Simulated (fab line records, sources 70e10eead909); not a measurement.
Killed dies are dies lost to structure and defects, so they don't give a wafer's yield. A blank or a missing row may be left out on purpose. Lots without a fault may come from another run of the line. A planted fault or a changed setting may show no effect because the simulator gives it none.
Chamber matching | flow nand_harc | NHARC_A_DECK1_JOINT_CMP_02 on cmp-03: 4 sister chambers
The step polishes SiOx. 8 wafers are shown with their chamber, then 12 later ones without.

WAFERS WITH THEIR CHAMBER
wafer  | chamber | motor_current_A (A)
L081.5 | 3       | 12.2
L084.6 | 3       | 11.7
L088.3 | 2       | 12.6
L088.4 | 1       | 11.0
L088.6 | 0       | 11.0
L089.2 | 0       | 11.8
L089.3 | 1       | 11.4
L089.6 | 2       | 12.4

WAFERS WITHOUT THEIR CHAMBER
wafer  | motor_current_A (A)
L093.2 | 11.2
L093.3 | 12.2
L093.4 | 11.1
L094.1 | 10.6
L094.2 | 12.2
L094.5 | 12.5
L097.1 | 11.3
L097.2 | 10.6
L097.3 | 13.2
L097.4 | 11.8
L097.5 | 10.7
L097.6 | 12.0

WHICH CHAMBER EACH WENT THROUGH
wafer  | from the rows above               | in truth
L093.2 | can't be placed: 1 or 0           | 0
L093.3 | can't be placed: 3 or 2 or 0      | 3
L093.4 | can't be placed: 1 or 0           | 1
L094.1 | can't be placed: 1 or 0           | 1
L094.2 | can't be placed: 3 or 2 or 0      | 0
L094.5 | can't be placed: 2 or 3           | 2
L097.1 | can't be placed: 0 or 1 or 3      | 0
L097.2 | can't be placed: 1 or 0           | 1
L097.3 | can't be placed: 2 or 3           | 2
L097.4 | can't be placed: 3 or 0 or 1 or 2 | 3
L097.5 | can't be placed: 1 or 0           | 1
L097.6 | can't be placed: 3 or 2 or 0      | 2
Placed correctly: 0 of 12. Can't be placed from these rows: 12 (the true chamber is among the candidates in 12). Placed wrongly: 0.
How it was worked out, from the rows above alone: a wafer's distance from a chamber is the root of the sum, over the readings, of the square of ((its reading less the chamber's mean) divided by the reading's scatter). The wafer belongs to the nearest chamber; if the next one is less than 2 further off, it can't be placed. A chamber's mean is the mean of its shown wafers. The scatter: the root of (the sum of the squares of (reading less its chamber's mean) over the shown wafers, divided by (wafers less chambers)).
